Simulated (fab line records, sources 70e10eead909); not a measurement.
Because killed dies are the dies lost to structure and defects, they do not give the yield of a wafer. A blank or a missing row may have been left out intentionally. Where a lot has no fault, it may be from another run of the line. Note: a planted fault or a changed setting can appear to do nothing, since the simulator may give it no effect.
fab line records    flow nand_harc
[record] lots = 6  wafers = 18  last_day = 32
route steps=1302 shown A_CHANNEL_HOLE_D1@471 END@1302
lots with no fault: from the same line, run without faults
start_h: start of the lot's first displayed wafer, in hours after the record's first day    wait_h: hours elapsed since this lot's preceding step    " the same as in the row above    L1.1+2: a row that stands for several wafers    - no value, or no start was given    * or withheld: withheld    < > ~ a bound
route shown NAME@n: names a module that has steps shown in the file, with the first one's number in the route    usual: average and standard deviation across the fault-free wafers    same: alike in all rows    chamber/n: place in a boat    sites: per-site readings    _std_site: standard deviation of those values    _edge_site: outer sites' mean less inner sites'    radius_mm: for every site, how far away it sits from the centre of the wafer    mask NAME#n: copy n    behind: the tool/chamber that last shaped the wafer    hold: reason for holding the lot/hours on hold/outcome of the hold    device: which transistor (n, p or np) failed to switch    end of line: the same wafers' tests at the end of the route    a step without rows: its recipe alone    killed: not the wafer's yield, but the dies lost to structure and defects at the first sort    map: dies across one wafer; x = killed, . = not, _ = none there
set.NAME: the run value of the setting; set.NAME@STEP: its run value at that earlier step    model.NAME: the simulator's own value behind a step, which no gauge read
lots seen at some steps along the route; tables by step, rows by wafer
services: the hour from which a tool's chamber was out of use, counted from the record's first day as start_h (under 0 if before that day), plus the number of hours and why
[[steps]]
[step NHARC_A_CHANNEL_HOLE_D1_ETCH_19]
[recipe] bias_v = 1200  source_w = 2500  pressure_mtorr = 15  time_s = 34.5  ar_flow_sccm = 375  c4f8_flow_sccm = 28.8  o2_flow_sccm = 96.2  temp_c = -20  target_depth_a = *  chemistry = C4F8/O2/Ar
[step NHARC_A_CHANNEL_HOLE_D1_ETCH_20]
[recipe] bias_v = 3000  source_w = withheld  pressure_mtorr = 20  time_s = 361.9  ar_flow_sccm = 375  c4f8_flow_sccm = 89.3  o2_flow_sccm = 35.7  temp_c = -20  target_depth_a = 16000  chemistry = C4F8/O2/Ar
[usual] drypump_motor_current_A = 5.6/0.58  he_backside_leak_sccm = 6.0/0.88  mfc_ar_sccm = 374.9/1.1  run_length_s = 348/3.5  showerhead_plenum_p_Torr = 3.706/0.025  throttle_valve_pct = 32.154/0.0089
lot.wafer  tool         chamber  start_h  wait_h  drypump_motor_current_A  he_backside_leak_sccm  mfc_ar_sccm  rf_hours_counter_h  run_length_s  showerhead_plenum_p_Torr  throttle_valve_pct
L676.1     har_etch-01  1        191.18   0.1     5.7                      4.5                    377.0        88                  347           3.734                     32.162
L676.5     "            0        "        "       5.7                      6.6                    374.3        -                   347           3.735                     32.151
L676.6     "            1        "        "       5.7                      5.0                    376.5        -                   347           3.734                     32.141
L678.2     har_etch-01  0        200.39   0.1     5.6                      5.8                    376.3        92                  347           3.733                     32.144
L678.3     "            0        "        "       5.6                      6.3                    375.1        -                   347           3.732                     32.160
L678.4     "            1        "        "       5.7                      5.5                    375.1        -                   347           3.732                     32.157
L685.3     har_etch-02  1        276.91   0.3     4.8                      6.4                    374.0        -                   358           3.703                     32.150
L685.4     "            1        "        "       4.8                      5.9                    374.1        -                   358           3.703                     32.149
L685.5     "            1        "        "       4.8                      6.4                    374.0        -                   358           3.703                     32.146
L689.4     har_etch-02  0        305.43   0.2     6.4                      5.9                    374.6        -                   347           3.732                     32.148
L689.5     "            0        "        "       6.4                      5.9                    375.8        -                   347           3.732                     32.171
L689.6     "            1        "        "       4.8                      6.2                    375.0        -                   347           3.688                     32.147
L696.2     har_etch-02  0        397.96   0.1     6.4                      5.1                    373.2        4                   347           3.709                     32.155
L696.3     "            1        "        "       4.8                      5.0                    375.7        -                   347           3.665                     32.157
L696.6     "            1        "        "       4.8                      6.9                    372.9        -                   347           3.666                     32.151
L697.2     har_etch-01  1        399.60   0.1     5.7                      6.0                    375.7        206                 347           3.670                     32.175
L697.6     "            1        "        "       5.7                      5.7                    375.8        -                   347           3.669                     32.138
L697.5     "            0        "        "       5.7                      7.1                    373.1        -                   347           3.670                     32.156
[step NHARC_A_CHANNEL_HOLE_D1_ETCH_21]
[recipe] bias_v = 3000  source_w = withheld  pressure_mtorr = 20  time_s = 514.3  ar_flow_sccm = 375  c4f8_flow_sccm = 89.3  o2_flow_sccm = 35.7  temp_c = -20  target_depth_a = 16000  chemistry = C4F8/O2/Ar
[usual] drypump_motor_current_A = 5.6/0.58  he_backside_leak_sccm = 5.9/0.56  mfc_ar_sccm = 374.9/1.2  run_length_s = 500.0/2.4  showerhead_plenum_p_Torr = 3.706/0.025  throttle_valve_pct = 32.154/0.0092
lot.wafer  tool         chamber  start_h  wait_h  drypump_motor_current_A  he_backside_leak_sccm  mfc_ar_sccm  rf_hours_counter_h  run_length_s  showerhead_plenum_p_Torr  throttle_valve_pct
L676.1     har_etch-01  1        191.52   0.3     5.7                      5.1                    374.9        88                  499.3         3.734                     32.151
L676.5     "            0        "        "       5.6                      5.7                    373.8        -                   499.3         3.734                     32.145
L676.6     "            1        "        "       5.7                      5.1                    374.1        -                   499.3         3.735                     32.169
L678.2     har_etch-01  0        200.69   0.3     5.6                      6.0                    375.8        92                  499.3         3.732                     32.146
L678.3     "            0        "        "       5.6                      6.4                    375.0        -                   499.3         3.732                     32.154
L678.4     "            1        "        "       5.7                      5.2                    377.0        -                   499.3         3.732                     32.138
L685.3     har_etch-02  1        277.62   0.6     4.8                      6.0                    376.5        -                   504.1         3.703                     32.154
L685.4     "            1        "        "       4.8                      5.9                    375.0        -                   504.1         3.703                     32.173
L685.5     "            1        "        "       4.8                      5.6                    377.1        -                   504.1         3.703                     32.150
L689.4     har_etch-02  0        305.78   0.3     6.4                      6.0                    375.5        -                   499.3         3.731                     32.148
L689.5     "            0        "        "       6.4                      6.1                    372.6        -                   499.3         3.731                     32.166
L689.6     "            1        "        "       4.8                      6.2                    375.4        -                   499.3         3.688                     32.162
L696.2     har_etch-02  0        398.30   0.3     6.4                      5.0                    374.2        4                   499.3         3.708                     32.143
L696.3     "            1        "        "       4.8                      5.6                    373.3        -                   499.3         3.665                     32.155
L696.6     "            1        "        "       4.8                      5.4                    373.9        -                   499.3         3.665                     32.149
L697.2     har_etch-01  1        399.91   0.3     5.7                      5.6                    376.1        207                 499.3         3.670                     32.165
L697.6     "            1        "        "       5.7                      5.7                    376.5        -                   499.3         3.670                     32.146
L697.5     "            0        "        "       5.6                      6.6                    375.2        -                   499.3         3.670                     32.140
[step NHARC_A_CHANNEL_HOLE_D1_ETCH_22]
[recipe] bias_v = 3000  source_w = withheld  pressure_mtorr = 20  time_s = 666.7  ar_flow_sccm = 375  c4f8_flow_sccm = 89.3  o2_flow_sccm = 35.7  temp_c = -20  target_depth_a = 16000  chemistry = C4F8/O2/Ar
[usual] drypump_motor_current_A = 5.6/0.58  he_backside_leak_sccm = 6.0/0.6  mfc_ar_sccm = 374.9/1  run_length_s = 652.4/2.4  showerhead_plenum_p_Torr = 3.706/0.025  throttle_valve_pct = 32.155/0.009
lot.wafer  tool         chamber  start_h  wait_h  drypump_motor_current_A  he_backside_leak_sccm  mfc_ar_sccm  rf_hours_counter_h  run_length_s  showerhead_plenum_p_Torr  throttle_valve_pct
L676.1     har_etch-01  1        191.98   0.4     5.7                      5.7                    374.3        89                  651.7         3.734                     32.161
L676.5     "            0        "        "       5.6                      6.2                    373.5        -                   651.7         3.734                     32.168
L676.6     "            1        "        "       5.7                      5.3                    375.4        -                   651.7         3.734                     32.154
L678.2     har_etch-01  0        201.14   0.4     5.6                      6.2                    373.5        93                  651.7         3.731                     32.143
L678.3     "            0        "        "       5.6                      6.1                    375.6        -                   651.7         3.732                     32.157
L678.4     "            1        "        "       5.7                      5.3                    376.0        -                   651.7         3.732                     32.165
L685.3     har_etch-02  1        278.57   0.8     4.8                      5.9                    375.8        -                   661.7         3.702                     32.148
L685.4     "            1        "        "       4.8                      6.2                    374.4        -                   661.7         3.702                     32.160
L685.5     "            1        "        "       4.8                      6.2                    375.5        -                   661.7         3.702                     32.156
L689.4     har_etch-02  0        306.27   0.4     6.4                      5.9                    374.5        -                   651.7         3.731                     32.154
L689.5     "            0        "        "       6.4                      6.3                    374.7        -                   651.7         3.732                     32.158
L689.6     "            1        "        "       4.8                      6.4                    373.6        -                   651.7         3.688                     32.149
L696.2     har_etch-02  0        398.77   0.4     6.4                      5.2                    374.4        4                   651.7         3.708                     32.183
L696.3     "            1        "        "       4.8                      5.1                    375.6        -                   651.7         3.665                     32.159
L696.6     "            1        "        "       4.8                      4.8                    373.7        -                   651.7         3.665                     32.146
L697.2     har_etch-01  1        400.36   0.4     5.7                      5.7                    375.4        207                 651.7         3.669                     32.158
L697.6     "            1        "        "       5.7                      5.6                    374.7        -                   651.7         3.669                     32.154
L697.5     "            0        "        "       5.7                      6.8                    375.7        -                   651.7         3.669                     32.144
[step NHARC_A_CHANNEL_HOLE_D1_ETCH_23]
[recipe] bias_v = 5000  source_w = withheld  pressure_mtorr = 20  time_s = 819  ar_flow_sccm = 375  c4f8_flow_sccm = 89.3  o2_flow_sccm = 35.7  temp_c = -20  target_depth_a = 16000  chemistry = C4F8/O2/Ar
[step NHARC_A_CHANNEL_HOLE_D1_ETCH_24]
[recipe] bias_v = 5000  source_w = withheld  pressure_mtorr = 20  time_s = 906.2  ar_flow_sccm = 375  c4f8_flow_sccm = 93.8  o2_flow_sccm = 31.2  temp_c = -20  target_depth_a = 15000  chemistry = C4F8/O2/Ar
[step NHARC_A_CHANNEL_HOLE_D1_ETCH_25]
[recipe] bias_v = 5000  source_w = withheld  pressure_mtorr = 20  time_s = 1040.2  ar_flow_sccm = 375  c4f8_flow_sccm = 93.8  o2_flow_sccm = 31.2  temp_c = -20  target_depth_a = 15000  chemistry = C4F8/O2/Ar
[usual] drypump_motor_current_A = 5.6/0.58  he_backside_leak_sccm = 5.9/0.55  mfc_ar_sccm = 375.1/1.1  run_length_s = 1026/3.3  showerhead_plenum_p_Torr = 3.700/0.025  throttle_valve_pct = 32.235/0.0089
lot.wafer  tool         chamber  start_h  wait_h  drypump_motor_current_A  he_backside_leak_sccm  mfc_ar_sccm  rf_hours_counter_h  run_length_s  showerhead_plenum_p_Torr  throttle_valve_pct
L676.1     har_etch-01  1        194.08   0.7     5.7                      5.1                    376.8        91                  1025          3.728                     32.263
L676.5     "            0        "        "       5.7                      5.7                    376.1        -                   1025          3.728                     32.227
L676.6     "            1        "        "       5.7                      5.2                    377.1        -                   1025          3.728                     32.238
L678.2     har_etch-01  0        203.15   0.6     5.6                      6.5                    375.2        95                  1025          3.726                     32.239
L678.3     "            0        "        "       5.7                      6.3                    375.1        -                   1025          3.726                     32.218
L678.4     "            1        "        "       5.7                      5.5                    375.2        -                   1025          3.726                     32.240
L685.3     har_etch-02  1        282.82   1.4     4.8                      6.3                    372.5        -                   1041          3.695                     32.237
L685.4     "            1        "        "       4.8                      6.4                    376.3        -                   1040          3.695                     32.239
L685.5     "            1        "        "       4.8                      6.1                    374.0        -                   1041          3.695                     32.223
L689.4     har_etch-02  0        308.40   0.7     6.4                      5.9                    374.0        -                   1025          3.726                     32.247
L689.5     "            0        "        "       6.4                      5.8                    375.0        -                   1025          3.726                     32.231
L689.6     "            1        "        "       4.8                      6.4                    374.9        -                   1025          3.682                     32.233
L696.2     har_etch-02  0        400.85   0.7     6.4                      5.0                    376.0        7                   1025          3.702                     32.214
L696.3     "            1        "        "       4.8                      5.5                    374.2        -                   1025          3.659                     32.241
L696.6     "            1        "        "       4.8                      5.2                    375.0        -                   1025          3.659                     32.243
L697.2     har_etch-01  1        402.39   0.6     5.7                      5.2                    375.3        209                 1025          3.664                     32.230
L697.6     "            1        "        "       5.7                      5.3                    375.8        -                   1025          3.664                     32.225
L697.5     "            0        "        "       5.6                      6.9                    374.8        -                   1025          3.664                     32.223
[step NHARC_A_CHANNEL_HOLE_D1_ETCH_26]
[recipe] bias_v = 300  source_w = 2000  pressure_mtorr = 30  time_s = 224.1  ar_flow_sccm = 375  c4f8_flow_sccm = 11.4  o2_flow_sccm = 113.6  temp_c = -20  target_depth_a = 3000  chemistry = C4F8/O2/Ar
[step NHARC_A_CHANNEL_HOLE_D1_ETCH_33]
[recipe] bias_v = 400  source_w = 2000  pressure_mtorr = 25  time_s = 90  ar_flow_sccm = 375  c4f8_flow_sccm = 41.7  o2_flow_sccm = 83.3  temp_c = -20  target_depth_a = 4000  chemistry = C4F8/O2/Ar
[step NHARC_A_CHANNEL_HOLE_D1_STRIP_41]
[recipe] n2_flow_sccm = 150  h2_flow_sccm = 150  ar_flow_sccm = 0  bias_w = 0  chemistry = N2/H2
[step NHARC_A_CHANNEL_HOLE_D1_STRIP_42]
[recipe] cf4_flow_sccm = 100  chf3_flow_sccm = 30  ar_flow_sccm = 0  bias_w = 0  chemistry = CF4/CHF3
[step NHARC_A_CHANNEL_HOLE_D1_STRIP_43]
[recipe] o2_flow_sccm = 400  cos_flow_sccm = 20  ar_flow_sccm = 0  bias_w = 0  chemistry = O2/COS
[step NHARC_A_CHANNEL_HOLE_D1_ETCH_44]
[recipe] target_depth_a = 1400  overetch_a = 140  time_s = 77  ion_energy_ev = 100  cf4_flow_sccm = 80  o2_flow_sccm = 20  ar_flow_sccm = 0  rf_w = 300  bias_w = 100  chemistry = CF4/O2
[usual] bias_w = 99.99/0.28  drypump_motor_current_A = 5.9/0.49  oes_product_au = 1.004/0.015  rf_vpp_V = 198.1/1  run_length_s = 98.3/0.39  showerhead_plenum_p_Torr = 1.348/0.028  throttle_valve_pct = 13.396/0.0078
[same] mfc_ar_sccm = 0
lot.wafer  tool         chamber  start_h  wait_h  bias_w  drypump_motor_current_A  oes_product_au  rf_hours_counter_h  rf_vpp_V  run_length_s  showerhead_plenum_p_Torr  throttle_valve_pct
L676.1     rie_diel-07  3        195.77   0.1     99.88   5.9                      0.979           6                   199.2     98.4          1.356                     13.397
L676.6     "            1        "        "       100.09  5.4                      0.981           -                   198.2     97.8          1.355                     13.409
L676.5     "            2        "        "       100.13  6.6                      0.992           -                   196.2     98.6          1.350                     13.406
L678.4     rie_diel-07  3        205.05   0.1     100.18  5.9                      0.981           7                   198.7     98.2          1.356                     13.381
L678.2     "            0        "        "       99.55   5.5                      1.006           7                   199.2     98.0          1.377                     13.406
L678.3     "            1        "        "       99.78   5.4                      0.989           6                   199.4     97.8          1.354                     13.395
L685.4     rie_diel-07  2        285.31   0.1     99.97   6.6                      0.989           14                  197.6     98.7          1.348                     13.379
L685.3     "            0        "        "       -       5.5                      1.011           14                  198.5     89.8          1.375                     13.391
L685.5     "            3        "        "       100.32  5.9                      0.978           -                   198.7     98.9          1.354                     13.403
L689.4     rie_diel-07  0        309.95   0.1     -       5.6                      1.004           1                   200.0     90.0          1.374                     13.400
L689.5     "            1        "        "       100.28  5.4                      1.028           -                   201.2     97.8          1.352                     13.413
L689.6     "            2        "        "       100.29  6.5                      1.002           -                   198.8     99.0          1.348                     13.393
L696.3     rie_diel-07  2        402.52   0.1     100.09  6.6                      1.001           7                   197.8     98.5          1.346                     13.387
L696.2     "            1        "        "       99.87   5.4                      1.035           7                   197.7     97.8          1.350                     13.419
L696.6     "            2        "        "       100.17  6.6                      1.009           -                   199.1     98.7          1.346                     13.392
L697.2     rie_diel-07  1        404.22   0.1     100.06  5.4                      1.022           7                   198.3     98.2          1.351                     13.395
L697.5     "            3        "        "       99.89   5.9                      0.994           -                   197.2     98.1          1.352                     13.392
L697.6     "            0        "        "       99.76   5.5                      1.032           -                   197.2     98.1          1.373                     13.400
[step NHARC_A_CHANNEL_HOLE_D1_STRIP_27]
[recipe] o2_flow_sccm = 500  ar_flow_sccm = 0  bias_w = 0  chemistry = O2
[usual] drypump_motor_current_A = 5.9/0.48  oes_product_au = 1.003/0.015  rf_vpp_V = 57.8/0.84  showerhead_plenum_p_Torr = 3.56/0.07  throttle_valve_pct = 17.035/0.0083
[same] bias_w = 0  mfc_ar_sccm = 0
lot.wafer  tool         chamber  start_h  wait_h  drypump_motor_current_A  oes_product_au  rf_hours_counter_h  rf_vpp_V  showerhead_plenum_p_Torr  throttle_valve_pct
L676.1     rie_diel-07  2        -        -       6.6                      0.995           6                   58.4      3.57                      17.035
L676.6     "            3        "        "       5.9                      0.991           -                   58.2      3.58                      17.038
L676.5     "            0        "        "       5.6                      1.007           -                   58.3      3.63                      17.032
L678.2     rie_diel-07  0        -        -       5.6                      1.008           7                   56.7      3.63                      17.027
L678.3     "            2        "        "       6.6                      0.993           7                   57.8      3.57                      17.041
L678.4     "            3        "        "       5.9                      0.979           7                   58.8      3.58                      17.050
L685.3     rie_diel-07  2        -        -       6.6                      1.000           14                  57.1      3.56                      17.038
L685.4     "            3        "        "       5.9                      0.977           14                  57.9      3.58                      17.026
L685.5     "            3        "        "       5.9                      0.985           -                   58.7      3.58                      17.031
L689.4     rie_diel-07  2        -        -       6.5                      0.997           1                   57.8      3.56                      17.027
L689.6     "            1        "        "       5.4                      1.017           -                   58.1      3.57                      17.034
L689.5     "            2        "        "       6.6                      0.996           -                   56.5      3.56                      17.042
L696.2     rie_diel-07  2        -        -       6.6                      1.000           7                   57.0      3.56                      17.035
L696.3     "            3        "        "       5.9                      0.977           7                   57.5      3.57                      17.031
L696.6     "            1        "        "       5.4                      1.017           -                   57.5      3.57                      17.040
L697.2     rie_diel-07  3        -        -       5.9                      0.972           7                   57.6      3.57                      17.035
L697.6     "            2        "        "       6.6                      0.991           -                   59.1      3.56                      17.025
L697.5     "            3        "        "       5.9                      0.973           -                   57.2      3.57                      17.024
[step NHARC_END_SORT_01]
[recipe] temp_c = 25
[usual] killed_at_array = 59/21  killed_at_other = 1.0/1.1  killed_at_periphery = 4.0/2.6  killed_dies = 64/21  killed_open = 3.2/1.7  killed_short = 2.5/1.5
[same] gross_dies = 677
lot.wafer  tool       chamber  start_h  wait_h  killed_at_array  killed_at_other  killed_at_periphery  killed_dies  killed_open  killed_short
L676.1     prober-02  0        593.64   2.5     24               0                7                    31           4            3
L676.5     prober-02  0        596.78   3.6     31               3                2                    36           9            4
L676.6     prober-02  0        597.56   3.9     25               0                4                    29           3            2
L678.2     prober-01  0        594.40   2.8     22               1                3                    26           3            3
L678.3     prober-01  0        595.21   3.1     24               0                4                    28           2            3
L678.4     prober-01  0        596.03   3.4     24               2                2                    28           4            6
L685.3     prober-02  0        664.95   3.1     569              1                8                    578          2            1
L689.4     prober-01  0        697.18   3.4     552              1                9                    562          5            3
L697.6     prober-01  0        778.17   4.0     61               0                6                    67           6            2
// killed by level:class
L676.1 A_CHANNEL_HOLE_D2:chamber_film_flake=8 P_M1:chamber_film_flake=4 A_CONTACT:chamber_film_flake=3 A_CHANNEL_HOLE_D1:chamber_film_flake=2 A_DECK1_JOINT:chamber_film_flake=2 A_WL_FILL:chamber_film_flake=2 P_CONTACT:geometric_particle:short=1 P_M0:geometric_particle:open=1
L678.2 A_CHANNEL_HOLE_D2:chamber_film_flake=10 A_CONTACT:chamber_film_flake=3 P_M0:geometric_particle:open=2 A_CHANNEL_HOLE_D1:chamber_film_flake=2 A_CHANNEL_HOLE_D1:geometric_particle:short=1 A_CHANNEL_HOLE_D2:geometric_particle:short=1 A_CHANNEL_FILL_D2:geometric_particle:short=1 A_M0:geometric_particle:open=1
L678.3 A_CHANNEL_HOLE_D2:chamber_film_flake=9 A_CHANNEL_HOLE_D1:chamber_film_flake=4 A_CONTACT:chamber_film_flake=4 P_GATE:chamber_film_flake=2 A_DECK1_JOINT:chamber_film_flake=2 A_STAIRCASE:chamber_film_flake=2 P_GATE:geometric_particle:open=1 P_M1:geometric_particle:short=1
L678.4 A_CHANNEL_HOLE_D2:chamber_film_flake=11 A_ONON_D1:geometric_particle:short=2 A_BLC:geometric_particle:open=2 P_GATE:chamber_film_flake=2 THIN_TSV:chamber_film_flake=2 A_DECK1_JOINT:geometric_particle:short=1 A_ONON_D2:geometric_particle:open=1 A_SGD_CUT:geometric_particle:short=1
L676.5 A_CHANNEL_HOLE_D2:chamber_film_flake=11 A_CHANNEL_FILL_D2:geometric_particle:open=5 A_STAIRCASE:chamber_film_flake=3 P_M1:chamber_film_flake=2 A_CHANNEL_HOLE_D1:chamber_film_flake=2 A_DECK1_JOINT:chamber_film_flake=2 A_CONTACT:chamber_film_flake=2 A_DECK1_JOINT:geometric_particle:short=1
L676.6 A_CHANNEL_HOLE_D2:chamber_film_flake=6 A_CHANNEL_FILL_D2:chamber_film_flake=6 A_CHANNEL_HOLE_D1:chamber_film_flake=4 P_M1:chamber_film_flake=3 A_SLIT:chamber_film_flake=2 A_CHANNEL_FILL_D1:geometric_particle:short=1 A_DECK1_JOINT:geometric_particle:open=1 A_CHANNEL_FILL_D2:geometric_particle:short=1
L685.3 A_CHANNEL_HOLE_D1:area_etch=524 A_CHANNEL_HOLE_D1:chamber_film_flake=26 P_GATE:chamber_film_flake=7 A_CONTACT:chamber_film_flake=5 A_STAIRCASE:chamber_film_flake=4 A_SLIT:chamber_film_flake=4 A_CHANNEL_FILL_D1:chamber_film_flake=2 P_M1:geometric_particle:open=1
L689.4 A_CHANNEL_HOLE_D1:area_etch=469 A_SLIT:chamber_film_flake=32 A_CHANNEL_HOLE_D1:chamber_film_flake=30 A_SGD_CUT:chamber_film_flake=7 P_ZERO_WELL:chamber_film_flake=4 P_M2:chamber_film_flake=4 A_CONTACT:chamber_film_flake=3 A_CHANNEL_FILL_D2:geometric_particle:open=2
L697.6 A_CHANNEL_HOLE_D2:chamber_film_flake=35 A_CHANNEL_HOLE_D1:chamber_film_flake=7 A_SLIT:chamber_film_flake=7 P_GATE:chamber_film_flake=4 A_ONON_D1:geometric_particle:open=3 A_STAIRCASE:chamber_film_flake=2 A_CONTACT:chamber_film_flake=2 P_GATE:geometric_particle:open=1
// map L685.3 (x killed, . not)
____________x____________
_________xxxxxxx_________
_______xxxxxxxxxxx_______
______.xxxxxxxxxxxx______
_____xxxxxxxxxxxxxxx_____
____xxxx.xxxxxxxxxx.x____
____xxxxxxxxxxxxxxxxx____
___xxxxxxxxxxxxxxxxxxx___
___xxxxxx.xxx.xxxxxxxx___
__xxxxxxx.x.xxxxxxxxxxx__
__xxx.xxx.xxxxxxx.xxxxx__
_x.xxxxxxxx.xx..xxx.xxxx_
_xxxx.xxx..xx.xxxxxxxxxx_
_xxx.x.xx.x.x..xxxxxxxxx_
_xxxxxxx.xx..xxxx.xxxxxx_
_xxxxx..xxx.x..xxxxxxxxx_
xxxxxx.xxxxx..xx..xx.xxxx
xxxxxxxxxx..x.xxx..xx.xxx
xxxxxxxxxxxx..x.xxxxxxxxx
xxxxxxx.xxx...xxxxx.xxxx.
xxxxxxxx...xxx.x.x.xxxxxx
_xx.xxx.xx.xx.xxx..x.xxx_
_xxxxxxxxxxx.x.xx.xxxxxx_
_xx.xxx.x.x.x.xx.xxxxxxx_
_xx.xxxx.xx.xxxx.xxxx.xx_
_xxxxxxxxxx.xx.xxxxx.x.x_
__xxxx.xxxxxx.xx.xxxxxx__
__xx.xxx.xx.xx.xxxxxxxx__
___x.xx.xx.xx.xxxxxxxx___
___xxxxxxx.xxxxxxxxxxx___
____xxxxxxxxxx.xxxxxx____
____xxxxxxxxxxxxxxxxx____
_____xxxxxxxxxxxxxxx_____
______xxxxxxxxxxxxx______
_______xxxxxxxxxxx_______
_________xxxxxxx_________
____________x____________
// map L689.4 (x killed, . not)
____________x____________
_________xxxxxxx_________
_______xxxxxxxxxxx_______
______xxxxxxxxxxxxx______
_____xxxxxxxxxxxxxxx_____
____xxxxx.xxxxx.xxxxx____
____xxxxxxxxxxxxxxxxx____
___xxxxxxxxxx.xxxxx.xx___
___xxxxxxxxxxx..xxx..x___
__xx.xx.xxxx.xxxx.xxx.x__
__xxxxxxx.xxx..x.x.xxxx__
_xxx.xxxxxx.xx.xxxx.x.xx_
_xxxxxxx..xxx.x.xxx.xxxx_
_xxxxxxxxxxx.xxx.x.xx.xx_
_xxxxxxx..xxx..xxxxxxxxx_
_xxxxx...x..xx.x.xxxx.xx_
xxxxxxx.xxx.x....x..xxxxx
xxxxxxxx.x.xxx.xxx.xx.xxx
xxxxx.x..xxx.x...xxxxxx.x
xxxxxx.xx....xx.....xx..x
xxxxxxx.xx..x.xxxx.xxxxxx
_xxxx.xxxx...x.x.xxxxxxx_
_xxxxxxxxx.xx..xxxxxxxxx_
_xxxxxxxxx..xxxxxxxxxxx._
_xxxxxxxx.....xxxxxxxxxx_
_xxxxxxxxxxx.x.xxxxxxxxx_
__xxxxxxxxxxx.xxxxxxxxx__
__xxxxxxxxxxxxxxxxxxxxx__
___xxxxxxxxxxx.x..xxxx___
___xxxxxx..xx.xxxxxxxx___
____xxxxx.xx.xxxxxxxx____
____xxxxxxxxxxxxxxxxx____
_____xxxxxx.xxx..xxx_____
______xxxxxxxxxxx.x______
_______xxxxxxxxxxx_______
_________x.xxxxx_________
____________x____________
[[services]]
tool         chamber  start_h  hours  kind
rie_diel-07  0        175.29   -      clean
rie_diel-07  1        175.29   -      clean
rie_diel-07  2        175.29   -      clean
rie_diel-07  3        175.29   -      clean
rie_diel-07  0        199.79   -      clean
rie_diel-07  1        199.79   -      clean
rie_diel-07  2        199.79   -      clean
rie_diel-07  3        199.79   -      clean
rie_diel-07  0        224.29   -      clean
rie_diel-07  1        224.29   -      clean
rie_diel-07  2        224.29   -      clean
rie_diel-07  3        224.29   -      clean
rie_diel-07  3        242.33   4.4    repair
rie_diel-07  0        248.79   -      clean
rie_diel-07  1        248.79   -      clean
rie_diel-07  2        248.79   -      clean
rie_diel-07  3        248.79   -      clean
rie_diel-07  0        273.29   -      clean
rie_diel-07  1        273.29   -      clean
rie_diel-07  -        294.26   9.0    pm
rie_diel-07  2        333.61   8.0    repair
rie_diel-07  -        342.37   0.6    repair
rie_diel-07  -        361.37   0.7    repair
har_etch-02  -        377.00   17.0   pm
[[key]]
[first_sign] step = NHARC_A_CHANNEL_HOLE_D1_ETCH_44  reading = run_length_s  direction = down  sigmas = 21  usual = *  struck = *
[effect] step = NHARC_END_SORT_01  reading = killed_dies  direction = up  sigmas = 24  usual = 64  struck = 570
[more_kills_born_at] NHARC_A_CHANNEL_HOLE_D1_ETCH_44@rie_diel-07 = 993
met_at NHARC_A_CHANNEL_HOLE_D1_ETCH_44
struck_wafers L685.3,L689.4
later_rows_left_out L685.3,L689.4
tester_left_out L685,L689
onset_between 205.05 285.31
[fault] kind = process_parameter_drift  tool = rie_diel-07  chamber = 0  onset_h = 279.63  steps = NHARC_A_CHANNEL_HOLE_D1_ETCH_44  channel = time_s  offset = *  shape = step  end_h = 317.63  acts_in = *  stated = *
// tester_left_out: of these lots the tester's yield and bins aren't shown, on N5 and GAA mostly nor the transistor test; their killed dies are dies lost to structure and defects alone, not to doping, threshold or leakage, so they don't give the yield
// later_rows_left_out: the simulator's readings of these wafers behind a module that went badly wrong aren't trusted and aren't shown, but for the sort
